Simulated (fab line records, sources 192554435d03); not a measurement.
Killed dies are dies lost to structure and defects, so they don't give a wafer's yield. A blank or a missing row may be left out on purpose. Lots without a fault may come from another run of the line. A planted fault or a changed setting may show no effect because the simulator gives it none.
Split-lot experiment | flow n5_finfet | 7 lots, 21 wafers read, on a route of 1938 steps

THE SPLIT
At N5_BEOL_M13_EXPOSE_07 (exposes mask V12), the setting dose_mj was moved away from the recipe's 24.8 on 6 of the 21 wafers read, by -6.5% to +2.3%. The other wafers ran this setting at the recipe's value.

FROM THE SPLIT TO THE READING: what the file shows between them, 9 steps
- N5_BEOL_M13_PEB_08: peb time 90 s
- N5_BEOL_M13_DEVELOP_09: develop time 45 s
- N5_BEOL_M13_HARDBAKE_14: time 120 s
- N5_BEOL_M13_CD_MEAS_10: target cd 190 nm
- N5_BEOL_M13_ETCH_59: etches BARC in N2/H2, target depth 89 nm, overetch 26.7 nm, time 67.9 s (also split here: time_s)
- N5_BEOL_M13_VIA_ETCH_16: etches SiOC in C4F8/O2/Ar, target depth 921.7 nm
- N5_BEOL_M13_STRIP_63: strips in N2/H2
- N5_BEOL_M13_STRIP_71: strips in post etch residue remover, time 60 s
- N5_BEOL_M13_SRD_72: time 30 s, dry time 30 s

THE READING
cd_nm, in nm, at N5_BEOL_M13_CD_MEAS_17 (target cd 190 nm). Fault-free wafers of this fab line usually give 190.6 nm, standard deviation 1.2 nm.

wafer  | tool, chamber at the split | dose_mj as run | against the recipe | cd_nm, nm | against lot-mates on the recipe
L079.1 | krf_scanner-02, 0          | 23.61          | -4.8%              | 183.6     | -4.0
L079.2 | krf_scanner-02, 0          | 24.8           | recipe             | 187.7     | -
L079.5 | krf_scanner-02, 0          | 24.8           | recipe             | 187.4     | -
L081.1 | krf_scanner-02, 0          | 24.8           | recipe             | 191.2     | -
L081.4 | krf_scanner-02, 0          | 24.8           | recipe             | 191.1     | -
L081.5 | krf_scanner-02, 0          | 24.8           | recipe             | 188.7     | -
L082.2 | krf_scanner-02, 0          | 24.8           | recipe             | 191.2     | -
L082.4 | krf_scanner-02, 0          | 25.38          | +2.3%              | 194.0     | +3.1
L082.5 | krf_scanner-02, 0          | 24.8           | recipe             | 190.6     | -
L086.1 | krf_scanner-02, 0          | 23.26          | -6.2%              | 183.0     | -5.5
L086.5 | krf_scanner-02, 0          | 24.8           | recipe             | 188.5     | -
L086.6 | krf_scanner-02, 0          | 23.26          | -6.2%              | 183.7     | -4.8
L087.1 | krf_scanner-02, 0          | 24.8           | recipe             | 190.8     | -
L087.2 | krf_scanner-02, 0          | 24.8           | recipe             | 191.0     | -
L087.5 | krf_scanner-02, 0          | 24.8           | recipe             | 193.1     | -
L090.1 | krf_scanner-01, 0          | 24.8           | recipe             | 191.4     | -
L090.5 | krf_scanner-01, 0          | 24.8           | recipe             | 191.6     | -
L090.6 | krf_scanner-01, 0          | 24.8           | recipe             | 191.6     | -
L096.2 | krf_scanner-02, 0          | 23.18          | -6.5%              | 185.0     | -7.0
L096.5 | krf_scanner-02, 0          | 23.18          | -6.5%              | 184.8     | -7.2
L096.6 | krf_scanner-02, 0          | 24.8           | recipe             | 192.0     | -

THE FIT
A straight line over all 21 wafers: cd_nm changes by +1.08 nm for each +1% of dose_mj; r = +0.89; the points scatter about the line by 1.6 nm.
The same after taking each lot's own level away (the mean of its wafers on the recipe; 21 wafers): +0.97 nm for each +1%; r = +0.96; scatter 0.78 nm.
On that fit, the largest move of dose_mj shifts the reading by 6.3 nm.
The lots' own levels span 187.55 to 192.00 nm, that is 3.7 times the standard deviation above.
So the lot-to-lot level changes the slope: the two fits differ.
Check: with one of the wafers moved furthest among these (-6.5%) left out of the fit, the line predicts -6.04 nm for it against its lot-mates. It came out at -7 nm against them.

OTHER SPLITS ON THESE WAFERS
These wafers also went through other splits before the reading. Each is held against what the fit with the lots' levels taken away leaves over:
other split on the same wafers   | wafers away from the commonest value | r with cd_nm (lot level and that fit taken away)
N5_BEOL_M12_COAT_58 spin_rpm     | 11                                   | -0.10
N5_BEOL_M12_ETCH_59 h2_flow_sccm | 10                                   | -0.14
N5_BEOL_M13_ETCH_59 time_s       | 5                                    | +0.15

THE WHOLE CHAIN: every reading that the file lists as answering this split, in the file's order
step                   | what it does     | reading | change (the file's fit)               | r (the file's)
N5_BEOL_M13_CD_MEAS_10 | target cd 190 nm | cd_nm   | +0.936 nm for each +1% of the setting | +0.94
N5_BEOL_M13_CD_MEAS_17 | target cd 190 nm | cd_nm   | +0.959 nm for each +1% of the setting | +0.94

THE FILE'S OWN FIT
cd_nm changes by +0.959 nm for each +1% of dose_mj, r = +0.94.
